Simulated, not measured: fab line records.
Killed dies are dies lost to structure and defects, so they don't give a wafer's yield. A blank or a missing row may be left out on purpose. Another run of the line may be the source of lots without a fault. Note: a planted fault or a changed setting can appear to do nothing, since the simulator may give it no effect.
Problem report in the 8D (eight disciplines) form, filled by code :: flow n5Finfet :: the parts of the form that need people (team, actions taken, sign-off) are left out

1. WHAT WENT WRONG
At N5_BEOL_M13_COAT_22, spinSpeedRpm averages 3366.2 rpm over 6 wafers from 2 lots, while fault-free wafers read 2887.8 rpm, standard deviation 2.1. So: +99 or more standard deviations from the usual mean.
The step: resist thk 300 nm.
Earliest sighting: wafer L301.2 on lithoTrack-03 at day 12 07:49. At this step, 33 wafers from 11 lots have a number in the record. By rule, "out" or "out of limits" means more than 4 standard deviations away from the usual mean. All remaining wafers that have a number are taken as sound.

2. WHAT IT IS; WHAT IT IS NOT
question: which readings at this step
is: spinSpeedRpm
is not: exhaustPa

question: which lots
is: L301, L302
is not: L294, L295, L299, L300, L310, L311, L312, L313, L316

question: which wafers of those lots
is: all that have a number
is not: -

question: read on which tools
is: lithoTrack-03
is not: lithoTrack-02

question: when
is: from day 12 07:49
is not: up to then (12 sound wafers); but 15 sound wafers of L310, L311, L312, L313, L316 came after

3. THE SUSPECTS, EACH WITH WHAT RULES IT OUT
Counting: any tool at a process step up to the reading is kept as a suspect provided that every lot that is out went through it and no sound lot did after the first of them.
- lithoTrack-03 at N5_BEOL_M13_COAT_22 (resist thk 300 nm): ruled out as a lasting fault. The sound lots L310, L312, L313, L311 went through it after L301, its earliest lot that is out (day 12 07:49).
Left after counting: nothing in the record.

4. THE CAUSE (what the simulator had put in)
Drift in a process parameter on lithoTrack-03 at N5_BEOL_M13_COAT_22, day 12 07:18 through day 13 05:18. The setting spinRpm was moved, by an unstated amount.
Counting ruled it out, wrongly.

5. THE CHAIN OF EFFECTS, in route order
Each row: a reading whose mean over the struck wafers that have a number lies more than 3 standard deviations from the usual. Readings are gone through only where the record gives a usual standard deviation; hours: the median, over the lots, of the time from a lot's start at the first step in this table giving one to that lot's start at this step; sigmas: the change measured in usual standard deviations.
hours: 0
step: N5_BEOL_M13_COAT_22
reading: spinSpeedRpm
usual: 2887.8 rpm
on struck wafers: 3366.2
change: +478.4
sigmas: +99 or more
The process steps in it:
- N5_BEOL_M13_COAT_22: resist thk 300 nm.

6. WHAT WOULD HAVE CAUGHT IT SOONER
In this record the first reading out of limits was taken at day 12 07:49, 1 hour after the fault began at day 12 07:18.
